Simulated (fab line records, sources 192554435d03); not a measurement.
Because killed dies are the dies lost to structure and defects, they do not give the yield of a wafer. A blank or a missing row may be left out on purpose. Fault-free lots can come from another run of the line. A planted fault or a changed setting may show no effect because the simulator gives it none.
Lot-split experiment -- flow n5Finfet -- 21 wafers read from 7 lots, route of 1938 steps

THE SPLIT
At N5_BEOL_M9_TRENCH_ETCH_37 (etches SiCOH lowk in C4F6/O2, target depth 151.43 nm, time 49 s), the setting timeS was moved away from the recipe's 49 s on 4 of the 21 wafers read, by -16.3% to +12.5%. This setting was run at the recipe's value on the other wafers.

FROM THE SPLIT TO THE READING: what the file shows between them, 2 steps
- N5_BEOL_M9_ETCH_41: etches SiCN in CH3F/O2, target depth 36.6 nm, time 70.1 s
- N5_BEOL_M9_STRIP_80: strips in N2/H2, time 10 s

THE READING
trenchDepthNm, in nm, at N5_BEOL_M9_OCD_MEAS_38. On this fab line, fault-free wafers typically give 150.1 nm with a standard deviation of 2.5 nm.

wafer,"tool, chamber at the split","timeS as run, s",against the recipe,"trenchDepthNm, nm",against lot-mates on the recipe
L074.2,"rieDiel-01, 2",49,recipe,153.8,-
L074.3,"rieDiel-01, 1",49,recipe,149.1,-
L074.5,"rieDiel-01, 1",49,recipe,150.2,-
L076.1,"rieDiel-01, 0",55.11,+12.5%,167.8,+11.9
L076.4,"rieDiel-01, 2",49,recipe,156.1,-
L076.6,"rieDiel-01, 3",49,recipe,155.8,-
L077.1,"rieDiel-02, 1",49,recipe,148.9,-
L077.3,"rieDiel-02, 3",41.36,-15.6%,127.1,-21.8
L077.5,"rieDiel-02, 0",41.36,-15.6%,125.8,-23.1
L082.2,"rieDiel-03, 2",49,recipe,149.3,-
L082.3,"rieDiel-03, 0",49,recipe,149.0,-
L082.6,"rieDiel-03, 3",49,recipe,149.0,-
L086.1,"rieDiel-02, 1",49,recipe,146.6,-
L086.2,"rieDiel-02, 2",49,recipe,151.5,-
L086.5,"rieDiel-02, 0",49,recipe,148.3,-
L091.1,"rieDiel-02, 3",49,recipe,152.5,-
L091.2,"rieDiel-02, 1",49,recipe,147.7,-
L091.6,"rieDiel-02, 2",49,recipe,153.0,-
L097.1,"rieDiel-01, 1",49,recipe,149.4,-
L097.4,"rieDiel-01, 0",49,recipe,148.5,-
L097.5,"rieDiel-01, 0",41.01,-16.3%,122.5,-26.4

THE FIT
A straight line over all 21 wafers: trenchDepthNm changes by +1.56 nm for each +1% of timeS; r = +0.97; the points scatter about the line by 2.7 nm.
The same after taking each lot's own level away (the mean of its wafers on the recipe; 21 wafers): +1.39 nm for each +1%; r = +0.98; scatter 2.1 nm.
The reading moves by 23 nm for the largest change in timeS, on that fit.
Across the lots, their own levels run from 148.80 to 155.95 nm, a range of 2.9 times the standard deviation given above.
Thus the slope moves with the lot-to-lot level: the two fits are different.
Check: with one of the wafers moved furthest among these (-16.3%) left out of the fit, the line predicts -21.8 nm for it against its lot-mates. It came out at -26.4 nm against them.

OTHER SPLITS APPLIED TO THESE WAFERS
Other splits were also applied to these wafers ahead of the reading. Each is held against what the fit with the lots' levels taken away leaves over:
other split on the same wafers,wafers away from the commonest value,r with trenchDepthNm (lot level and that fit taken away)
N5_BEOL_M5_ETCH_68 biasW,5,+0.01
N5_BEOL_M5_VIA_ETCH_34 biasW,7,+0.12
N5_BEOL_M7_COAT_60 spinRpm,7,-0.28
N5_BEOL_M7_ETCH_61 sourceW,7,-0.21
N5_BEOL_M8_DESCUM_33 timeS,10,+0.05
N5_BEOL_M8_ETCH_66 sourceW,7,+0.00
N5_BEOL_M9_ILD_DEP_00 timeS,3,-0.06

THE WHOLE CHAIN: every reading that the file lists as answering this split, in the file's order
step,what it does,reading,change (the file's fit),r (the file's)
N5_BEOL_M9_TRENCH_ETCH_37,"etches SiCOH lowk in C4F6/O2, target depth 151.43 nm, time 49 s","BEOL_M9.featureDepthNm (the simulator's own value, which no gauge read)",+1.38 nm for each +1% of the setting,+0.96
N5_BEOL_M9_TRENCH_ETCH_37,"etches SiCOH lowk in C4F6/O2, target depth 151.43 nm, time 49 s","etch.depthNm (the simulator's own value, which no gauge read)",+1.38 nm for each +1% of the setting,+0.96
N5_BEOL_M9_OCD_MEAS_38,,trenchDepthNm,+1.4 nm for each +1% of the setting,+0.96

THE FILE'S OWN FIT
trenchDepthNm changes by +1.4 nm for each +1% of timeS, r = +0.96.
